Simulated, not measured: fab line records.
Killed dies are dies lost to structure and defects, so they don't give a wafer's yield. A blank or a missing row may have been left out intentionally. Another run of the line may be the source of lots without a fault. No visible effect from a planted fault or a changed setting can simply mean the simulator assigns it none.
Which tool was responsible? ; flow nand harc ; 14 lots with 42 wafers sampled at 3 steps, on a route of 1302 steps

WHAT THE GAUGES SHOWED, per wafer
NHARC_A_SLIT_INSPECT_11.
lot;measured;on;raw defect count
L256;day 19 10:20;defect inspect-02;58 67 71
L257;day 20 12:42;defect inspect-02;135 112 117
L258;day 20 13:37;defect inspect-02;26 22 14
L259;day 20 22:38;defect inspect-01;66 77 64
L261;day 22 04:06;defect inspect-02;61 54 69
L267;day 24 09:10;defect inspect-01;90 84 97
L268;day 24 11:50;defect inspect-02;13 7 11
L271;day 26 00:59;defect inspect-02;50 44 45
L272;day 26 02:38;defect inspect-02;27 21 17
L274;day 27 14:20;defect inspect-02;87 75 59
L273;day 27 14:30;defect inspect-01;63 61 57
L276;day 28 06:23;defect inspect-01;53 69 71
L277;day 29 00:01;defect inspect-01;11 11 17
L278;day 29 11:55;defect inspect-01;7 5 8

NHARC_A_SLIT_CD_MEAS_21.
lot;measured;on;cd nm (nm)
L256;day 19 16:58;cd sem-02;289.6 291.2 290.0
L257;day 20 19:00;cd sem-03;288.2 288.6 288.0
L258;day 20 22:38;cd sem-03;290.3 288.9 290.0
L259;day 21 05:33;cd sem-01;287.7 288.3 287.6
L261;day 22 10:31;cd sem-03;288.9 288.7 289.2
L267;day 24 15:32;cd sem-01;289.2 288.4 288.7
L268;day 24 19:22;cd sem-01;290.3 289.3 290.1
L271;day 26 07:30;cd sem-02;290.6 289.1 290.0
L272;day 26 10:15;cd sem-03;288.8 289.6 289.1
L274;day 28 00:08;cd sem-01;289.5 290.1 290.5
L273;day 28 00:47;cd sem-02;288.1 287.5 288.7
L276;day 28 12:46;cd sem-03;290.2 289.2 291.2
L277;day 29 06:20;cd sem-03;290.4 289.4 291.0
L278;day 29 18:25;cd sem-03;291.0 289.9 289.5

TOOL THAT RAN EACH LOT (tool first, then ch and the chambers of the sampled wafers, then the start)
lot;NHARC_A_SLIT_ETCH_29
L256;rie diel-02 ch 0,3, day 19 16:25
L257;rie diel-03 ch 0,1,2, day 20 18:28
L258;rie diel-03 ch 1,2,3, day 20 22:07
L259;rie diel-05 ch 1,2, day 21 05:00
L261;rie diel-02 ch 0,1,2, day 22 09:59
L267;rie diel-03 ch 0,2, day 24 14:59
L268;rie diel-03 ch 1,2, day 24 18:49
L271;rie diel-05 ch 2,3, day 26 06:55
L272;rie diel-02 ch 0,1,3, day 26 09:44
L274;rie diel-02 ch 0,1,3, day 27 23:37
L273;rie diel-03 ch 1,2,3, day 28 00:15
L276;rie diel-02 ch 0,1, day 28 12:14
L277;rie diel-05 ch 0,1,3, day 29 05:48
L278;rie diel-05 ch 0,3, day 29 17:50
- NHARC_A_SLIT_ETCH_29: etches the open film in CF4/O2, target depth 100 nm, overetch 10 nm, time 55 s.

WHAT THE TOOLS THEMSELVES READ (means of the sampled wafers that have a number; where no wafer has one, the mark that the record gives instead)
NHARC_A_SLIT_ETCH_29.
lot;tool;drypump motor current A (A);oes product au (a.u.);rf vpp V (V);run length s (s);showerhead plenum p Torr (Torr);throttle valve pct (%)
L256;rie diel-02;5.4;0.992;196.5;75.9;1.30;13.391
L257;rie diel-03;5.9;0.994;197.3;76.7;1.34;13.403
L258;rie diel-03;5.9;0.999;197.9;76.1;1.32;13.396
L259;rie diel-05;5.6;0.989;198.1;76.0;1.32;13.397
L261;rie diel-02;5.5;1.005;196.7;75.9;1.31;13.399
L267;rie diel-03;5.9;0.988;198.3;73.3;1.37;13.394
L268;rie diel-03;6.1;0.996;196.5;70.5;1.30;13.390
L271;rie diel-05;5.8;1.001;197.0;76.1;1.32;13.408
L272;rie diel-02;5.5;0.996;197.7;76.1;1.34;13.393
L274;rie diel-02;5.4;0.998;198.4;76.1;1.34;13.395
L273;rie diel-03;5.9;0.995;196.7;76.4;1.32;13.398
L276;rie diel-02;5.6;0.992;196.2;75.9;1.30;13.408
L277;rie diel-05;5.6;1.009;198.3;76.3;1.39;13.398
L278;rie diel-05;5.5;0.984;198.9;76.4;1.40;13.387

THE ANSWER, worked out from the rows above alone
Rule: the usual values come from the lots themselves. Put in order of their means at a reading, lots are off if they are a third of the lots or fewer, leave a main group of 4 or more, and stand apart from it by a gap of 3 or more times the standard deviation of the main group's means; of several such gaps the widest counts. If all means in a main group match to the digits the tables above print for the reading, that group is not used. A lot without any number at a reading at which 4 lots or more have one is off too. The other lots that the step has rows for count as sound. Order of review: gauges by route order, followed by the tools' own readings, for which a lot's mean as printed above is used. At the first step where some lot is off, the reading lying furthest off is the one used; lots without a number count as furthest.
Off: L267, L268, at NHARC_A_SLIT_ETCH_29 (run length s). Main group: mean 76.2 s, sd 0.24.
A tool fits if, at that step or a process step before it, it ran every lot that is off, and no sound lot after the first of them. Not one of the candidates tried fits.

WHAT WAS PUT IN BY THE SIMULATOR
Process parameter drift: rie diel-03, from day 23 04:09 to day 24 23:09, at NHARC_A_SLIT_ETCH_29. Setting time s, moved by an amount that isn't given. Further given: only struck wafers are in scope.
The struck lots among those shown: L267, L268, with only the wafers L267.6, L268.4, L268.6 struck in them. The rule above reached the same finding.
